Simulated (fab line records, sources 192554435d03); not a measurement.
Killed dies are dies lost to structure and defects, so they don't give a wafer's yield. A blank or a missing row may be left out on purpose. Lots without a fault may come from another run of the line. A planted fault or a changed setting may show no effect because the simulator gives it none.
Which tool did it? | flow n5_finfet | 9 lots, 26 wafers sampled, at 6 steps of a route of 1938

WHAT THE GAUGES READ, wafer by wafer
The record holds no reading of a measuring or inspecting step that can be judged against a usual standard deviation.

WHICH TOOL RAN EACH LOT (tool, then ch and the chambers of the sampled wafers, then the start)
lot  | N5_BEOL_M11_TRENCH_ETCH_37                    | N5_BEOL_M11_SPUTTER_48       | N5_BEOL_M12_ETCH_59                | N5_BEOL_M12_STRIP_63                 | N5_BEOL_M12_STRIP_64                 | N5_PASSIVATION_PROBE_49
L840 | rie_diel-01 ch 1,2, day 10 00:31 or earlier   | pvd_sputter-03, day 10 00:31 | rie_diel-04 ch 0,2,3, day 10 02:16 | plasma_asher-02 ch 0,1, day 10 02:32 | plasma_asher-02 ch 0,1, day 10 02:35 | -
L844 | rie_diel-01 ch 0,2, day 11 13:42 or earlier   | pvd_sputter-02, day 11 13:42 | rie_diel-05 ch 0,1,3, day 11 15:40 | plasma_asher-02 ch 0,1, day 11 15:56 | plasma_asher-02 ch 0,1, day 11 15:59 | -
L846 | rie_diel-03 ch 0,1,3, day 12 08:43 or earlier | pvd_sputter-02, day 12 08:43 | rie_diel-05 ch 0,1,2, day 12 11:05 | plasma_asher-02 ch 0,1, day 12 11:20 | plasma_asher-02 ch 0,1, day 12 11:23 | -
L850 | rie_diel-06 ch 0,3, day 12 22:54 or earlier   | pvd_sputter-02, day 12 22:54 | rie_diel-05 ch 1,2,3, day 13 02:26 | plasma_asher-01 ch 0,1, day 13 02:41 | plasma_asher-01 ch 0,1, day 13 02:44 | -
L851 | rie_diel-06 ch 0,1, day 13 16:45 or earlier   | pvd_sputter-03, day 13 16:45 | rie_diel-05 ch 0,3, day 13 18:41   | plasma_asher-01 ch 0,1, day 13 18:58 | plasma_asher-01 ch 0,1, day 13 19:02 | -
L859 | rie_diel-06 ch 0,1, day 15 06:09 or earlier   | pvd_sputter-03, day 15 06:09 | rie_diel-05 ch 0, day 15 07:48     | plasma_asher-02 ch 0,1, day 15 08:04 | plasma_asher-02 ch 0,1, day 15 08:08 | prober-02, day 17 03:31
L860 | rie_diel-06 ch 0,1,3, day 16 04:01 or earlier | pvd_sputter-03, day 16 04:01 | rie_diel-04 ch 0,1,3, day 16 06:19 | plasma_asher-02 ch 0,1, day 16 06:34 | plasma_asher-02 ch 0,1, day 16 06:37 | prober-02, day 17 16:28
L861 | rie_diel-06 ch 0,1, day 16 08:58 or earlier   | pvd_sputter-02, day 16 08:58 | rie_diel-02 ch 0,1,3, day 16 10:38 | plasma_asher-01 ch 0,1, day 16 10:55 | plasma_asher-01 ch 0,1, day 16 10:59 | -
L862 | rie_diel-03 ch 0,1,3, day 16 09:07 or earlier | pvd_sputter-02, day 16 09:07 | rie_diel-04 ch 0,1,3, day 16 10:59 | plasma_asher-02 ch 0,1, day 16 11:14 | plasma_asher-02 ch 0,1, day 16 11:17 | -
- N5_BEOL_M11_TRENCH_ETCH_37: etches SiCOH lowk in C4F6/O2, target depth 148.83 nm, time 48 s.
- N5_BEOL_M11_SPUTTER_48: material Cu, target thk 12 nm, time 2 s.
- N5_BEOL_M12_ETCH_59: etches BARC in N2/H2, target depth 89 nm, overetch 26.7 nm, time 67.9 s.
- N5_BEOL_M12_STRIP_63: strips in N2/H2.
- N5_BEOL_M12_STRIP_64: strips in N2/H2.
- N5_PASSIVATION_PROBE_49

WHAT THE TOOLS THEMSELVES READ (means of the sampled wafers that have a number; where no wafer has one, the mark that the record gives instead)
N5_BEOL_M11_TRENCH_ETCH_37. Usual: drypump_motor_current_A 5.9 A, standard deviation 0.45; oes_product_au 0.78 a.u., standard deviation 0.097; rf_vpp_V 659 V, standard deviation 18; showerhead_plenum_p_Torr 2.83 Torr, standard deviation 0.11; throttle_valve_pct 21.05 %, standard deviation 0.22.
lot  | tool        | drypump_motor_current_A (A) | oes_product_au (a.u.) | rf_vpp_V (V) | showerhead_plenum_p_Torr (Torr) | throttle_valve_pct (%) | flag
L840 | rie_diel-01 | 5.4                         | 0.79                  | 670          | 2.94                            | 21.04                  |
L844 | rie_diel-01 | 5.5                         | 0.69                  | 657          | 2.86                            | 21.22                  |
L846 | rie_diel-03 | 6.1                         | 0.72                  | 664          | 2.81                            | 21.15                  |
L850 | rie_diel-06 | 6.1                         | 0.74                  | 634          | 2.66                            | 20.72                  |
L851 | rie_diel-06 | 6.6                         | 0.76                  | 650          | 2.81                            | 20.79                  |
L859 | rie_diel-06 | 6.5                         | 0.77                  | 655          | 2.85                            | 20.86                  |
L860 | rie_diel-06 | 6.3                         | 0.76                  | 647          | 2.78                            | 20.85                  |
L861 | rie_diel-06 | 6.5                         | 0.78                  | 661          | 2.90                            | 20.92                  |
L862 | rie_diel-03 | 6.1                         | 0.70                  | 664          | 2.80                            | 21.19                  |

N5_BEOL_M11_SPUTTER_48. Usual: chuck_sensor_temp_C -15.9 C, standard deviation 0.44; substrate_temp_c -19.99 C, standard deviation 0.11; throttle_valve_pct 30.2 %, standard deviation 1.2.
lot  | tool           | chuck_sensor_temp_C (C) | substrate_temp_c (C) | throttle_valve_pct (%) | flag
L840 | pvd_sputter-03 | -16.0                   | -19.90               | 31.3                   |
L844 | pvd_sputter-02 | -16.1                   | -19.89               | 30.2                   |
L846 | pvd_sputter-02 | -15.9                   | -20.04               | 29.9                   |
L850 | pvd_sputter-02 | -15.8                   | -20.07               | 29.8                   |
L851 | pvd_sputter-03 | -16.0                   | -20.02               | 31.4                   |
L859 | pvd_sputter-03 | -15.9                   | -19.97               | 31.5                   |
L860 | pvd_sputter-03 | -15.9                   | -20.03               | 31.3                   |
L861 | pvd_sputter-02 | -15.7                   | -19.93               | 29.8                   |
L862 | pvd_sputter-02 | -16.2                   | -19.91               | 30.6                   |

N5_BEOL_M12_ETCH_59. Usual: drypump_motor_current_A 5.7 A, standard deviation 0.39; h2_flow_sccm 200.0 sccm, standard deviation 0.56; oes_product_au 0.70 a.u., standard deviation 0.075; rf_vpp_V 523.7 V, standard deviation 2.9; showerhead_plenum_p_Torr 2.54 Torr, standard deviation 0.11; throttle_valve_pct 17.81 %, standard deviation 0.26.
lot  | tool        | drypump_motor_current_A (A) | h2_flow_sccm (sccm) | oes_product_au (a.u.) | rf_vpp_V (V) | showerhead_plenum_p_Torr (Torr) | throttle_valve_pct (%) | flag
L840 | rie_diel-04 | 5.7                         | 200.0               | 0.69                  | 524.8        | 2.57                            | 17.93                  |
L844 | rie_diel-05 | 5.6                         | 200.1               | 0.71                  | 524.6        | 2.58                            | 17.84                  |
L846 | rie_diel-05 | 5.6                         | 199.5               | 0.66                  | 522.8        | 2.51                            | 17.75                  |
L850 | rie_diel-05 | 5.7                         | 200.2               | 0.65                  | 522.4        | 2.47                            | 17.98                  |
L851 | rie_diel-05 | 5.3                         | 199.4               | 0.73                  | 523.9        | 2.56                            | 17.69                  |
L859 | rie_diel-05 | 5.1                         | 199.6               | 0.71                  | 525.1        | 2.60                            | 17.48                  |
L860 | rie_diel-04 | 5.7                         | 199.8               | 0.72                  | 524.4        | 2.58                            | 17.66                  |
L861 | rie_diel-02 | 6.2                         | 200.2               | 0.75                  | 526.0        | 2.60                            | 17.63                  |
L862 | rie_diel-04 | 5.7                         | 199.9               | 0.72                  | 524.5        | 2.58                            | 17.66                  |

N5_BEOL_M12_STRIP_63. Usual: drypump_motor_current_A 5.55 A, standard deviation 0.16; h2_flow_sccm 3249 sccm, standard deviation 9.8; heater_power_w 341 W, standard deviation 26; oes_product_au 0.693 a.u., standard deviation 0.0048; strip_time_to_endpoint_s 43.0 s, standard deviation 1.1.
lot  | tool            | drypump_motor_current_A (A) | h2_flow_sccm (sccm) | heater_power_w (W) | oes_product_au (a.u.) | strip_time_to_endpoint_s (s) | flag
L840 | plasma_asher-02 | 5.62                        | 3246                | 340                | 0.694                 | 42.1                         |
L844 | plasma_asher-02 | 5.62                        | 3254                | 341                | 0.692                 | 43.3                         |
L846 | plasma_asher-02 | 5.63                        | 3257                | 336                | 0.692                 | 43.3                         |
L850 | plasma_asher-01 | 5.41                        | 3249                | 349                | 0.696                 | 43.4                         |
L851 | plasma_asher-01 | 5.55                        | 3246                | 331                | 0.685                 | 36.2                         | OFF
L859 | plasma_asher-02 | 5.59                        | 3256                | 342                | 0.683                 | 33.1                         | OFF
L860 | plasma_asher-02 | 5.60                        | 3264                | 341                | 0.697                 | 43.2                         |
L861 | plasma_asher-01 | 5.57                        | 3246                | 330                | 0.695                 | 44.0                         |
L862 | plasma_asher-02 | 5.61                        | 3250                | 339                | 0.697                 | 44.3                         |

N5_BEOL_M12_STRIP_64. Usual: drypump_motor_current_A 5.55 A, standard deviation 0.16; h2_flow_sccm 3251 sccm, standard deviation 10; heater_power_w 341 W, standard deviation 26; oes_product_au 0.714 a.u., standard deviation 0.0043; strip_time_to_endpoint_s 31.32 s, standard deviation 0.083.
lot  | tool            | drypump_motor_current_A (A) | h2_flow_sccm (sccm) | heater_power_w (W) | oes_product_au (a.u.) | strip_time_to_endpoint_s (s) | flag
L840 | plasma_asher-02 | 5.61                        | 3252                | 342                | 0.711                 | 31.30                        |
L844 | plasma_asher-02 | 5.60                        | 3254                | 339                | 0.716                 | 31.23                        |
L846 | plasma_asher-02 | 5.64                        | 3236                | 339                | 0.716                 | 31.26                        |
L850 | plasma_asher-01 | 5.41                        | 3252                | 356                | 0.711                 | 31.40                        |
L851 | plasma_asher-01 | 5.57                        | 3262                | 327                | 0.717                 | 31.31                        |
L859 | plasma_asher-02 | 5.60                        | 3240                | 349                | 0.722                 | 31.21                        |
L860 | plasma_asher-02 | 5.58                        | 3251                | 346                | 0.715                 | 31.41                        |
L861 | plasma_asher-01 | 5.55                        | 3260                | 326                | 0.714                 | 31.36                        |
L862 | plasma_asher-02 | 5.62                        | 3247                | 339                | 0.715                 | 31.29                        |

N5_PASSIVATION_PROBE_49. Usual: defect_limited_yield 91.2 %, standard deviation 1.6; killed_at_M0_to_M3 34, standard deviation 11; killed_at_M4_up 13, standard deviation 5.2; killed_at_contacts 13, standard deviation 6.3; killed_at_front_end 40, standard deviation 14; killed_at_other 3.2, standard deviation 2.4; killed_dies 104, standard deviation 19; killed_open 69, standard deviation 14; killed_short 32, standard deviation 7.5; sort_bin_5_function 5.3 %, standard deviation 1.1; sort_bin_6_memory 3.2 %, standard deviation 0.73; sort_bin_8_speed 0.01 %, standard deviation 0.038; sort_n_pass 1076, standard deviation 19; sort_yield_pct 91.2 %, standard deviation 1.6.
lot  | tool      | defect_limited_yield (%) | killed_at_M0_to_M3 | killed_at_M4_up | killed_at_contacts | killed_at_front_end | killed_at_other | killed_dies | killed_open | killed_short | sort_bin_5_function (%) | sort_bin_6_memory (%) | sort_bin_8_speed (%) | sort_n_pass | sort_yield_pct (%) | flag
L859 | prober-02 | 91.5                     | 44                 | 9               | 8                  | 36                  | 3.0             | 100         | 63          | 34           | 5.4                     | 2.8                   | 0.00                 | 1080        | 91.5               |
L860 | prober-02 | 90.8                     | 37                 | 13              | 17                 | 40                  | 1.0             | 108         | 72          | 34           | 6.1                     | 2.7                   | 0.00                 | 1072        | 90.8               |

THE ANSWER, worked out from the rows above alone
Rule: a lot is off if the mean of its wafers that have a number lies more than 3 standard deviations from the usual mean. A lot without any number at a reading at which 4 lots or more have one is off too. The other lots that the step has rows for count as sound. The gauges are gone through in route order, then the tools' own readings, and for those a lot's mean is taken as printed above. The first step at which some lot is off is used, and at that step the reading that is off furthest; a lot without a number counts as furthest.
Off: L851, L859, at N5_BEOL_M12_STRIP_63 (strip_time_to_endpoint_s).
A tool fits if, at that step or a process step before it, it ran every lot that is off, and no sound lot after the first of them. N5_BEOL_M11_TRENCH_ETCH_37 gives no start for some lots, so the hours and the order of its lots are those of N5_BEOL_M11_SPUTTER_48. One fits: rie_diel-05 at N5_BEOL_M12_ETCH_59. Its last sound lot is L850 (day 13 02:26), its first lot that is off L851 (day 13 18:41): a fault that began between those two fits.

WHAT THE SIMULATOR HAD PUT IN
Process parameter drift: rie_diel-05, from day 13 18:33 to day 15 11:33, at N5_BEOL_M12_ETCH_59. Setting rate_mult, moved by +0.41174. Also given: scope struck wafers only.
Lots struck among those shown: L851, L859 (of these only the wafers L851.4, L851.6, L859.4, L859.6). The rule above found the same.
